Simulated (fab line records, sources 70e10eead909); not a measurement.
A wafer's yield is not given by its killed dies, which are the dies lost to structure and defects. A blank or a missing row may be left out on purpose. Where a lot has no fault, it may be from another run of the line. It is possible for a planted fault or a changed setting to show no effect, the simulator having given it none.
Matching of chambers    flow nand_harc    4 sister chambers for NHARC_A_STAIRCASE_TRIM_233 on rie_diel-08
The step chemistry O2, time 211.2 s. 8 wafers are shown with their chamber, then 8 later ones without.

== WAFERS PAIRED WITH THEIR CHAMBERS ==
wafer   chamber  showerhead_plenum_p_Torr (Torr)  drypump_motor_current_A (A)
L143.6  2        3.59                             6.3
L153.3  0        3.53                             6.2
L153.6  2        3.58                             6.3
L152.1  1        3.42                             6.0
L156.4  1        3.41                             6.1
L156.5  0        3.52                             6.2
L156.6  3        3.36                             6.5
L158.1  3        3.36                             6.5

== WAFERS MISSING THEIR CHAMBER ==
wafer   showerhead_plenum_p_Torr (Torr)  drypump_motor_current_A (A)
L158.2  3.57                             6.3
L158.3  3.41                             6.1
L159.2  3.36                             6.5
L159.4  3.52                             6.2
L159.6  3.52                             6.2
L161.2  3.35                             6.5
L161.3  3.41                             6.0
L161.6  3.57                             6.2

== WHICH CHAMBER EACH WENT THROUGH ==
wafer   from the rows above  in truth
L158.2  2                    2
L158.3  1                    1
L159.2  3                    3
L159.4  0                    0
L159.6  0                    0
L161.2  3                    3
L161.3  1                    1
L161.6  2                    2
Correctly placed: 8 of 8. Not placeable from these rows: 0. Placed wrongly: 0.
How it was worked out, from the rows above alone: a wafer's distance from a chamber is the root of the sum, over the readings, of the square of ((its reading less the chamber's mean) divided by the reading's scatter). If the next closest chamber is less than 2 further off than the closest, the wafer can't be placed; otherwise it belongs to the closest. For every chamber, the mean is computed from those of its wafers that are shown. How the scatter is found: for the shown wafers, subtract from each reading the mean of its chamber, square and add these, divide the total by (wafers less chambers), then take the root.
